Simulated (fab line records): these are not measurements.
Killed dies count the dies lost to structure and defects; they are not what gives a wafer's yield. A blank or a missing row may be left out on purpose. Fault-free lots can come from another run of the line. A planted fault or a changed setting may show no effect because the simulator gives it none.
The tool behind it: which one? / flow nand-harc / at 1 step of a route of 1302, 10 lots with 30 wafers sampled

## WHAT THE GAUGES SHOWED, per wafer
NHARC_A_SGD_CUT_THK_MEAS_22: measures by ellipsometry.
lot=L076; measured=day 20 05:48; on=film-metro-01; thk-nm (nm)=147.6 148.0 148.4
lot=L077; measured=day 21 03:39; on=film-metro-01; thk-nm (nm)=148.1 149.9 147.3
lot=L080; measured=day 21 20:20; on=film-metro-02; thk-nm (nm)=150.5 148.3 147.9
lot=L081; measured=day 21 20:20; on=film-metro-02; thk-nm (nm)=146.3 146.0 146.4
lot=L085; measured=day 24 10:28; on=film-metro-02; thk-nm (nm)=150.9 149.5 148.0
lot=L087; measured=day 25 10:44; on=film-metro-02; thk-nm (nm)=148.2 148.8 151.1
lot=L088; measured=day 25 20:11; on=film-metro-01; thk-nm (nm)=145.2 146.3 149.9
lot=L091; measured=day 27 13:46; on=film-metro-01; thk-nm (nm)=144.7 147.2 143.5
lot=L093; measured=day 27 19:52; on=film-metro-02; thk-nm (nm)=148.7 148.3 146.6
lot=L095; measured=day 28 10:17; on=film-metro-01; thk-nm (nm)=147.3 146.1 151.2

## WHAT TOOL EACH LOT RAN ON (gives the tool, then ch and the chambers of the sampled wafers, and finally the start)
There is no process step in the record ahead of these readings.

## THE ANSWER, worked out from the rows above alone
Rule: the usual values come from the lots themselves. The widest of any qualifying gaps counts: lots, ordered by their means at a reading, are off when they make up no more than a third of the lots, leave a main group of 4 or more, and stand apart from it by 3 or more times the standard deviation of that group's means. A main group whose means are all the same, to the digits that the tables above print for the reading, isn't used. A lot without any number at a reading at which 4 lots or more have one is off too. Where the step has rows for the other lots, those lots are counted as sound.
No lot is off at any reading shown: from this, nothing can be told.

## WHAT WAS PUT IN BY THE SIMULATOR
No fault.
